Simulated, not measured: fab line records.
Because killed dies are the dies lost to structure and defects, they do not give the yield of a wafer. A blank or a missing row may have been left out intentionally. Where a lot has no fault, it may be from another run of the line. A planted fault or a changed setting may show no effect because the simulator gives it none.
A struck lot beside a sound one :: flow nandHarc :: 16 out of 1302 route steps
Sound: wafers L691.1, L691.4, L691.6. Wafers L700.3, L700.4, L700.6 were the ones struck. The cause comes at the end.
At each step with rows: each side's tool, then ch and its chambers, then its first start. Under that, the readings that differ: sound wafers :: struck wafers :: difference of the means :: sigmas: that difference in standard deviations of wafers without a fault.
alike: same words and numbers on both sides, and readings whose means sit less than 2 such deviations apart. not compared: any withheld reading, any reading some wafer has no value for, any bound like >300 that may hide the same value, and any number with overlapping values for which the record gives no deviation.
Wherever a step has rows on one side only, a row that says differs or no value, or a row with sigmas, the two part there. Numbers that don't overlap but have no deviation are shown without sigmas and don't part them. A reading missing from all wafers of one side parts the sides only when that side holds two or more wafers.

first, 3 steps without rows for these wafers: NHARC_P_CONTACT_ETCH_36 (etches the open film in N2/H2, target depth 260 nm, time 406.25 s); NHARC_P_CONTACT_ETCH_18 (etches the open film in C4F8/O2/Ar, target depth 481 nm, time 240.5 s); NHARC_P_CONTACT_STRIP_37 (strips in C4F8/O2/Ar).
NHARC_P_CONTACT_ETCH_31: etches the open film in CH3F/O2, target depth 30 nm, time 85.7 s.
  sound: rieDiel-04 ch 2,3; struck: rieDiel-04 ch 0,3
reading: oesProductAu (a.u.)
sound: 1.002 0.990 1.007
struck: 0.974 0.968 0.961
difference: -0.032
sigmas: -3
  alike: drypumpMotorCurrentA, mfcArSccm, rfVppV, showerheadPlenumPTorr, throttleValvePct
  not compared: rfHoursCounterH
NHARC_P_CONTACT_CD_MEAS_19:
  sound on cdSem-02, day 9 13:01; struck on cdSem-02, day 13 11:22
  alike: cdNm
NHARC_P_CONTACT_STRIP_28: strips in O2.
  sound on rieDiel-08 ch 0,1,3, day 9 13:07; struck on rieDiel-13 ch 0,2,3, day 13 11:26
  alike: drypumpMotorCurrentA, mfcArSccm, oesProductAu, rfVppV, showerheadPlenumPTorr, throttleValvePct
  not compared: rfHoursCounterH
then, 1 step without rows for these wafers: NHARC_P_CONTACT_STRIP_29 (strips in post etch residue remover, time 1200 s).
NHARC_P_CONTACT_DEGAS_38: time 60 s.
  sound on pvdSputter-02, day 9 13:44; struck on pvdSputter-01, day 13 12:04
  alike: heaterPowerW
then, 1 step without rows for these wafers: NHARC_P_CONTACT_PRE_CLEAN_39 (time 19.5 s).
NHARC_P_CONTACT_PVD_32: deposits Ti, target thk 5 nm, time 17.7 s.
  sound on pvdSputter-02; struck on pvdSputter-01
  alike: substrateTempC, throttleValvePct
then, 1 step without rows for these wafers: NHARC_P_CONTACT_ALD_22 (deposits TiN, target thk 3 nm, pulse time 1 s, ald cycles 150).
NHARC_P_CONTACT_CVD_23: deposits W, target thk 200 nm, time 557 s.
  sound: cvdW-01 ch 0,1; struck: cvdW-01 ch 0,1
  alike: heaterPowerW, mfcArSccm, throttleValvePct
NHARC_P_CONTACT_CMP_24: polishes, t overpolish 30 s, target thk 200 nm.
  sound on cmp-04 ch 0,1,2, day 9 14:52; struck on cmp-04 ch 1,2, day 13 13:10
  no value came back on the struck wafers for edgeZonePressureFrac, motorCurrentA (A), overpolishRunS (s), timeToEndpointS (s); on the sound wafers edgeZonePressureFrac reads 1.001 1.004 0.996
then, 1 step without rows for these wafers: NHARC_P_CONTACT_SRD_26.
NHARC_P_CONTACT_INSPECT_27:
  sound on defectInspect-02, day 9 15:13; struck on defectInspect-02, day 13 13:34
reading: rawDefectCount
sound: 157 294 138
struck: 2496 2368 2607
difference: +2294
sigmas: +23
-- the record jumps here: 18 days lie between the struck wafers' starts before and after (it left off in module P_CONTACT and takes up again in module END, whose first step shown is number 1302 of the route) --
NHARC_END_SORT_01:
  sound on prober-01 ch 0, day 28 03:33; struck on prober-01 ch 0, day 31 14:40
reading: killedAtPeriphery
sound: 6 4 4
struck: 608 626 630
difference: +617
sigmas: +99 or more

reading: killedDies
sound: 94 67 93
struck: 677 677 677
difference: +592
sigmas: +33
  alike: killedAtArray, killedAtOther, killedOpen, killedShort

== WHERE THEY PART ==
At NHARC_P_CONTACT_ETCH_31 first; at NHARC_END_SORT_01 last (within this record only).

WHY: what the simulator had put in
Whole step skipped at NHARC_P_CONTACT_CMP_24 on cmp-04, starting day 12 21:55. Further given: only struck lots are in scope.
